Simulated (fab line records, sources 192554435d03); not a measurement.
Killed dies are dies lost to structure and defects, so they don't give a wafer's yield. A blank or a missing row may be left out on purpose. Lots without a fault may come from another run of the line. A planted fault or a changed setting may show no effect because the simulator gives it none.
Split-lot experiment | flow n5_finfet | 7 lots, 39 wafers read, on a route of 1938 steps

THE SPLIT
At N5_BEOL_M9_TRENCH_ETCH_37 (etches SiCOH lowk in C4F6/O2, target depth 151.43 nm, time 49 s), the setting time_s was moved away from the recipe's 49 s on 12 of the 39 wafers read, by -51.7% to +43.0%. The other wafers ran this setting at the recipe's value.

FROM THE SPLIT TO THE READING: what the file shows between them, 11 steps
- N5_BEOL_M9_ETCH_41: etches SiCN in CH3F/O2, target depth 36.6 nm, time 70.1 s
- N5_BEOL_M9_STRIP_80: strips in N2/H2, time 10 s
- N5_BEOL_M9_OCD_MEAS_38
- N5_BEOL_M9_HM_STRIP_39: strips TiN in peroxide tin strip, target depth 25 nm, time 158 s
- N5_BEOL_M9_SRD_40: time 30 s
- N5_BEOL_M9_ECD_50: material Cu, target thk 318 nm
- N5_BEOL_M9_ANNEAL_51: time 90 s
- N5_BEOL_M9_CMP_52: polishes, stops on SiCOH lowk, t overpolish 7 s, target thk 140 nm
- N5_BEOL_M9_THK_MEAS_53: measures by xrf
- N5_BEOL_M9_PRE_CLEAN_55: time 15 s
- N5_BEOL_M9_DEP_56: deposits SiCN from 3MS/NH3, target thk 15 nm, time 26.5 s

THE READING
M9_RS, in ohm/sq, at N5_BEOL_M9_RS_MEAS_57 (measures by four-point-probe). Fault-free wafers of this fab line usually give 0.150 ohm/sq, standard deviation 0.0034 ohm/sq.

wafer  | tool, chamber at the split | time_s as run, s | against the recipe | M9_RS, ohm/sq | against lot-mates on the recipe
L077.1 | rie_diel-02, 3             | 49               | recipe             | 0.151         | -
L077.2 | rie_diel-02, 0             | 49               | recipe             | 0.148         | -
L077.3 | rie_diel-02, 1             | 49               | recipe             | 0.146         | -
L077.4 | rie_diel-02, 2             | 49               | recipe             | 0.151         | -
L077.5 | rie_diel-02, 3             | 49               | recipe             | 0.149         | -
L077.6 | rie_diel-02, 0             | 49               | recipe             | 0.150         | -
L079.1 | rie_diel-03, 3             | 37.1             | -24.3%             | 0.212         | +0.064
L079.2 | rie_diel-03, 2             | 37.1             | -24.3%             | 0.216         | +0.068
L079.3 | rie_diel-03, 1             | 49               | recipe             | 0.147         | -
L079.4 | rie_diel-03, 0             | 49               | recipe             | 0.150         | -
L079.5 | rie_diel-03, 1             | 49               | recipe             | 0.147         | -
L079.6 | rie_diel-03, 0             | 37.1             | -24.3%             | 0.210         | +0.062
L082.1 | rie_diel-03, 0             | 49               | recipe             | 0.153         | -
L082.2 | rie_diel-03, 2             | 58.82            | +20.0%             | 0.124         | -0.025
L082.3 | rie_diel-03, 1             | 49               | recipe             | 0.148         | -
L082.4 | rie_diel-03, 3             | 58.82            | +20.0%             | 0.125         | -0.024
L082.5 | rie_diel-03, 1             | 49               | recipe             | 0.145         | -
L082.6 | rie_diel-03, 2             | 58.82            | +20.0%             | 0.123         | -0.026
L088.1 | rie_diel-03, 1             | 49               | recipe             | 0.148         | -
L088.2 | rie_diel-03, 0             | 49               | recipe             | 0.151         | -
L088.3 | rie_diel-03, 3             | 49               | recipe             | 0.153         | -
L088.4 | rie_diel-03, 2             | 49               | recipe             | 0.152         | -
L088.5 | rie_diel-03, 2             | 49               | recipe             | 0.151         | -
L088.6 | rie_diel-03, 1             | 49               | recipe             | 0.146         | -
L089.1 | rie_diel-02, 0             | 49               | recipe             | 0.152         | -
L089.2 | rie_diel-02, 3             | 70.08            | +43.0%             | 0.101         | -0.051
L089.3 | rie_diel-02, 2             | 70.08            | +43.0%             | 0.098         | -0.054
L089.4 | rie_diel-02, 1             | 49               | recipe             | 0.154         | -
L089.5 | rie_diel-02, 2             | 70.08            | +43.0%             | 0.097         | -0.055
L089.6 | rie_diel-02, 1             | 49               | recipe             | 0.151         | -
L094.1 | rie_diel-03, 3             | 49               | recipe             | 0.154         | -
L094.2 | rie_diel-03, 2             | 49               | recipe             | 0.155         | -
L094.3 | rie_diel-03, 1             | 23.65            | -51.7%             | 0.383         | +0.232
L094.4 | rie_diel-03, 0             | 23.65            | -51.7%             | 0.397         | +0.246
L094.5 | rie_diel-03, 2             | 23.65            | -51.7%             | 0.392         | +0.241
L094.6 | rie_diel-03, 1             | 49               | recipe             | 0.145         | -
L095.1 | rie_diel-03, 0             | 49               | recipe             | 0.155         | -
L095.2 | rie_diel-03, 1             | 49               | recipe             | 0.149         | -
L095.4 | rie_diel-03, 2             | 49               | recipe             | 0.155         | -

THE FIT
A straight line over all 39 wafers: M9_RS changes by -0.00299 ohm/sq for each +1% of time_s; r = -0.90; the points scatter about the line by 0.031 ohm/sq.
The same after taking each lot's own level away (the mean of its wafers on the recipe; 39 wafers): -0.003 ohm/sq for each +1%; r = -0.90; scatter 0.031 ohm/sq.
On that fit, the largest move of time_s shifts the reading by 0.16 ohm/sq.
The lots' own levels span 0.1480 to 0.1530 ohm/sq, that is 1.5 times the standard deviation above.
So the lot-to-lot level changes the slope little: the two slopes agree.
Check: with one of the wafers moved furthest among these (-51.7%) left out of the fit, the line predicts +0.156 ohm/sq for it against its lot-mates. It came out at +0.232 ohm/sq against them.

THE WHOLE CHAIN: every reading that the file lists as answering this split, in the file's order
step                      | what it does                                                       | reading                                                                          | change (the file's fit)                | r (the file's)
N5_BEOL_M9_TRENCH_ETCH_37 | etches SiCOH lowk in C4F6/O2, target depth 151.43 nm, time 49 s    | etch.depth_nm (the simulator's own value, which no gauge read)                   | +1.53 nm for each +1% of the setting   | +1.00
N5_BEOL_M9_TRENCH_ETCH_37 | etches SiCOH lowk in C4F6/O2, target depth 151.43 nm, time 49 s    | BEOL_M9.feature_depth_nm (the simulator's own value, which no gauge read)        | +1.53 nm for each +1% of the setting   | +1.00
N5_BEOL_M9_TRENCH_ETCH_37 | etches SiCOH lowk in C4F6/O2, target depth 151.43 nm, time 49 s    | TiN_of_BEOL_M9_HM_DEP_02.thk_nm (the simulator's own value, which no gauge read) | -0.0408 nm for each +1% of the setting | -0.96
N5_BEOL_M9_OCD_MEAS_38    |                                                                    | trench_depth_nm                                                                  | +1.53 nm for each +1% of the setting   | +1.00
N5_BEOL_M9_CMP_52         | polishes, stops on SiCOH lowk, t overpolish 7 s, target thk 140 nm | Cu_of_BEOL_M9_ECD_50.thk_nm (the simulator's own value, which no gauge read)     | +1.53 nm for each +1% of the setting   | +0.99
N5_BEOL_M9_THK_MEAS_53    | measures by xrf                                                    | M9_THK                                                                           | +1.52 for each +1% of the setting      | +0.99
N5_BEOL_M9_RS_MEAS_57     | measures by four-point-probe                                       | M9_RS                                                                            | -0.00303 for each +1% of the setting   | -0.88

THE FILE'S OWN FIT
M9_RS changes by -0.00303 ohm/sq for each +1% of time_s, r = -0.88.
